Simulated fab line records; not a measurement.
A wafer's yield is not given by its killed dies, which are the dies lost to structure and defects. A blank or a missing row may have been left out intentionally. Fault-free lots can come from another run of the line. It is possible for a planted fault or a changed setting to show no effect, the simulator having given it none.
Chamber matching    flow n5_finfet    3 sister chambers for N5_BEOL_M13_DEP_53 on pecvd-02
The step deposits SiCN from 3MS/NH3, target thk 50 nm, time 17.8 s. 6 wafers are shown with their chamber, then 8 later ones without.

WAFERS WITH THEIR CHAMBER
wafer   chamber  throttle_valve_pct (%)  showerhead_plenum_p_Torr (Torr)
L080.2  0        18.2                    4.198
L079.1  0        18.3                    4.202
L084.3  1        18.9                    4.146
L085.1  1        19.1                    4.164
L085.5  2        17.6                    4.142
L086.1  2        17.6                    4.154

WAFERS WITHOUT THEIR CHAMBER
wafer   throttle_valve_pct (%)  showerhead_plenum_p_Torr (Torr)
L086.2  17.3                    4.201
L086.6  17.4                    4.206
L088.1  17.9                    4.150
L088.2  17.4                    4.195
L088.5  17.7                    4.147
L094.3  18.9                    4.148
L094.4  17.2                    4.197
L094.6  18.7                    4.150

WHICH CHAMBER EACH ONE RAN IN
wafer    from the rows above   in truth
L086.2   2                     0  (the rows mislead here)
L086.6   2                     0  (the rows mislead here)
L088.1   2                     2
L088.2   2                     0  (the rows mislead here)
L088.5   2                     2
L094.3   1                     1
L094.4   2                     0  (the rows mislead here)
L094.6   1                     1
Placed correctly: 4 of 8. Left unplaced by these rows: 0. Wrongly placed: 4.
How it was worked out, from the rows above alone: a wafer's distance from a chamber is the root of the sum, over the readings, of the square of ((its reading less the chamber's mean) divided by the reading's scatter). The wafer belongs to the nearest chamber; if the next one is less than 2 further off, it can't be placed. A chamber's mean is the mean of its shown wafers. How the scatter is found: for the shown wafers, subtract from each reading the mean of its chamber, square and add these, divide the total by (wafers less chambers), then take the root.
